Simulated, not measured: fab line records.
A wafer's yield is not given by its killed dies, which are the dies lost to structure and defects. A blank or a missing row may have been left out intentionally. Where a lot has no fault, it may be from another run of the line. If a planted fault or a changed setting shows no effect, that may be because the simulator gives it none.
Chamber matching -- flow nand_harc -- NHARC_P_BONDPAD_CMP_32 on cmp-04 has 4 sister chambers
The step polishes SiCN, target thk 200 nm. 20 wafers are shown with their chamber, then 10 later ones without.

WAFERS, EACH WITH ITS CHAMBER
wafer,chamber,motor_current_A (A)
L074.1,0,13.5
L074.3,2,11.0
L074.6,2,11.1
L081.1,3,13.1
L081.4,1,10.7
L081.5,0,13.5
L082.1,0,13.5
L082.4,1,11.0
L082.5,2,11.3
L084.1,0,13.4
L084.5,1,10.8
L084.6,2,11.1
L085.2,1,11.0
L085.3,0,13.8
L085.6,1,10.7
L087.1,0,13.8
L087.5,3,12.9
L087.6,2,10.9
L086.1,2,10.7
L086.3,1,11.2

SIGNATURES, as means of the wafers listed above
reading,chamber 0,chamber 1,chamber 2,chamber 3,scatter within a chamber
motor_current_A,13.583,10.900,11.017,13.000,0.19
Rule: a wafer's distance from a chamber is the root of the sum, over the readings, of the square of ((its reading less the chamber's mean) divided by the reading's scatter). The wafer belongs to the nearest chamber; if the next one is less than 2 further off, it can't be placed. The scatter: the root of (the sum of the squares of (reading less its chamber's mean) over the shown wafers, divided by (wafers less chambers)).

WAFERS WITH NO CHAMBER GIVEN
wafer,motor_current_A (A)
L086.5,13.1
L088.1,10.4
L088.3,13.5
L088.4,11.0
L091.1,14.8
L091.4,10.6
L091.5,10.5
L097.2,14.4
L097.3,13.1
L097.5,11.5

WHICH CHAMBER EACH WENT THROUGH
wafer,from the rows above,in truth
L086.5,3,3
L088.1,can't be placed: 1 or 2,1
L088.3,0,0
L088.4,can't be placed: 2 or 1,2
L091.1,0,0
L091.4,can't be placed: 1 or 2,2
L091.5,can't be placed: 1 or 2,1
L097.2,0,0
L097.3,3,3
L097.5,can't be placed: 2 or 1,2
5 of 10 placed correctly. From these rows, 5 cannot be placed; in 5 the true chamber is one of the candidates. Placed wrongly: 0.
